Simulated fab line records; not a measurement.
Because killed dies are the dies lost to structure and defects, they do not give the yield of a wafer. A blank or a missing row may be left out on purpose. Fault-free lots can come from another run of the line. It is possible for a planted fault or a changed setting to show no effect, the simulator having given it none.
A struck lot beside a sound one || flow nand_harc || 40 steps out of a route of 1159
Sound: these wafers, L815.3, L815.5, L815.6. The struck wafers were L829.2, L829.4, L829.5. Last of all comes the cause.
For every step that has rows: the tool of each side, followed by ch and its chambers, followed by its first start. Under that, the readings that differ: sound wafers || struck wafers || difference of the means || sigmas: that difference in standard deviations of wafers without a fault.
alike: a reading whose means differ by less than 2 such deviations, as well as words and numbers matching on both sides. not compared: withheld readings; readings where some wafer has no value; bounds like >300 that might hide an equal value; numbers whose values overlap and for which the record gives no deviation.
The two part at a step that has a row with sigmas, a row that says differs or no value, or rows on one side only. Numbers that don't overlap but have no deviation are shown without sigmas and don't part them. A reading missing from all wafers of one side parts the sides only when that side holds two or more wafers.

NHARC_A_CONTACT_CD_MEAS_08 targets a cd of 100 nm.
  sound on cd_sem-02 ch 0, day 17 09:53; struck on cd_sem-03 ch 0, day 20 19:02
  alike: cd_nm
NHARC_A_CONTACT_OVL_MEAS_09:
  sound on overlay-02, day 17 09:58; struck on overlay-02, day 20 19:07
  alike: overlay_x_nm, overlay_y_nm
NHARC_A_CONTACT_INSPECT_10:
  sound on defect_inspect-02, day 17 10:00; struck on defect_inspect-02, day 20 19:09
{"reading": "raw_defect_count", "sound": "8 10 12", "struck": "42 26 34", "difference": "+24", "sigmas": "+2"}
then, 2 steps without rows for these wafers: NHARC_A_CONTACT_DESCUM_13 (chemistry O2, time 3 s); NHARC_A_CONTACT_ETCH_88 (etches the open film in CF4, target depth 39 nm, time 65 s).
NHARC_A_CONTACT_ETCH_89: etches the open film in N2/H2, target depth 260 nm, time 475.3 s.
  sound on rie_diel-04 ch 0,2,3; struck on rie_diel-04 ch 0,1,3
  alike: drypump_motor_current_A, oes_product_au, rf_vpp_V, showerhead_plenum_p_Torr, throttle_valve_pct
  not compared: rf_hours_counter_h
then, 4 steps without rows for these wafers: NHARC_A_CONTACT_ETCH_30 (etches the open film in CF4/CHF3, target depth 60.5 nm, time 30.2 s); NHARC_A_CONTACT_ETCH_31 (etches the open film in O2/COS, target depth 2000 nm, time 520 s); NHARC_A_CONTACT_ETCH_134 (etches the open film in C4F8/O2/Ar, time 140 s, target depth 700 nm); NHARC_A_CONTACT_ETCH_135 (etches the open film in C4F8/O2/Ar, time 132 s, target depth 1287 nm).
NHARC_A_CONTACT_ETCH_136: etches the open film in C4F8/O2/Ar, time 132 s, target depth 1287 nm.
  sound on har_cap_etch-03 ch 0,1, day 17 11:28; struck on har_cap_etch-02 ch 1, day 20 20:31
  not compared: rf_hours_counter_h
then, 1 step without rows for these wafers: NHARC_A_CONTACT_ETCH_137 (etches the open film in C4F8/O2/Ar, time 132 s, target depth 1287 nm).
NHARC_A_CONTACT_ETCH_138: etches the open film in C4F8/O2/Ar, time 132 s, target depth 1289 nm.
  sound on har_cap_etch-03 ch 0,1, day 17 11:43; struck on har_cap_etch-02 ch 1, day 20 20:46
  not compared: rf_hours_counter_h
NHARC_A_CONTACT_ETCH_139: etches the open film in C4F8/O2/Ar, time 137 s, target depth 590 nm.
  sound on har_cap_etch-03 ch 0,1, day 17 11:53; struck on har_cap_etch-02 ch 1, day 20 20:53
  not compared: rf_hours_counter_h
then, 2 steps without rows for these wafers: NHARC_A_CONTACT_ETCH_92 (etches the open film in CH3F/O2, target depth 40 nm, time 85.7 s); NHARC_A_CONTACT_ETCH_98 (etches the open film in C4F6/O2, target depth 20 nm, time 10 s).
NHARC_A_CONTACT_CD_MEAS_15:
  sound on cd_sem-01, day 17 12:31; struck on cd_sem-02, day 20 21:33
  alike: cd_nm
then, 7 steps without rows for these wafers: NHARC_A_CONTACT_STRIP_107 (strips in N2/H2); NHARC_A_CONTACT_STRIP_108 (strips in CF4/CHF3); NHARC_A_CONTACT_STRIP_109 (strips in O2/COS); NHARC_A_CONTACT_ETCH_110 (etches the open film in CF4/O2, target depth 50 nm, overetch 5 nm, time 27.5 s); NHARC_A_CONTACT_STRIP_26 (strips in O2); NHARC_A_CONTACT_STRIP_27 (strips in post etch residue remover, time 600 s); NHARC_A_CONTACT_ALD_18 (deposits TiN, target thk 3 nm, pulse time 1 s, ald cycles 150).
NHARC_A_CONTACT_CVD_19: deposits W, target thk 300 nm, time 802 s.
  sound on cvd_w-02 ch 0,1; struck on cvd_w-02 ch 0,1
  alike: heater_power_w, throttle_valve_pct
  not compared: since_wet_clean_h
NHARC_A_CONTACT_CMP_20: polishes, t overpolish 30 s, target thk 300 nm.
  sound on cmp-03 ch 1,2,3, day 17 14:37; struck on cmp-03 ch 2,3, day 21 02:52
  alike: motor_current_A, overpolish_run_s, time_to_endpoint_s
then, 11 steps without rows for these wafers: NHARC_A_CONTACT_SRD_22; NHARC_A_BLC_DEHYDRATE_00 (time 120 s); NHARC_A_BLC_HMDS_01 (time 30 s); NHARC_A_BLC_COAT_02 (time 75 s); NHARC_A_BLC_COAT_03 (time 65 s); NHARC_A_BLC_COAT_04 (resist thk 90 nm); NHARC_A_BLC_SOFTBAKE_05 (time 55 s); NHARC_A_BLC_EBR_06; NHARC_A_BLC_EXPOSE_07 (exposes mask A BLC, target cd 100 nm); NHARC_A_BLC_PEB_08 (peb time 65 s); NHARC_A_BLC_DEVELOP_09 (develop time 35 s).
NHARC_A_BLC_CD_MEAS_10 targets a cd of 100 nm.
  sound on cd_sem-01 ch 0, day 17 15:29; struck on cd_sem-01 ch 0, day 21 03:45
  alike: cd_nm
NHARC_A_BLC_OVL_MEAS_11:
  sound on overlay-02, day 17 15:34; struck on overlay-02, day 21 03:50
  alike: overlay_x_nm, overlay_y_nm
NHARC_END_SORT_01:
  only the struck wafers appear in the record here, on prober-01 ch 0 at day 23 02:48; the sound ones have no rows

WHERE THEY PART
Last at NHARC_END_SORT_01 as far as this record goes, first at NHARC_A_CONTACT_INSPECT_10.

WHY: what had been put in by the simulator
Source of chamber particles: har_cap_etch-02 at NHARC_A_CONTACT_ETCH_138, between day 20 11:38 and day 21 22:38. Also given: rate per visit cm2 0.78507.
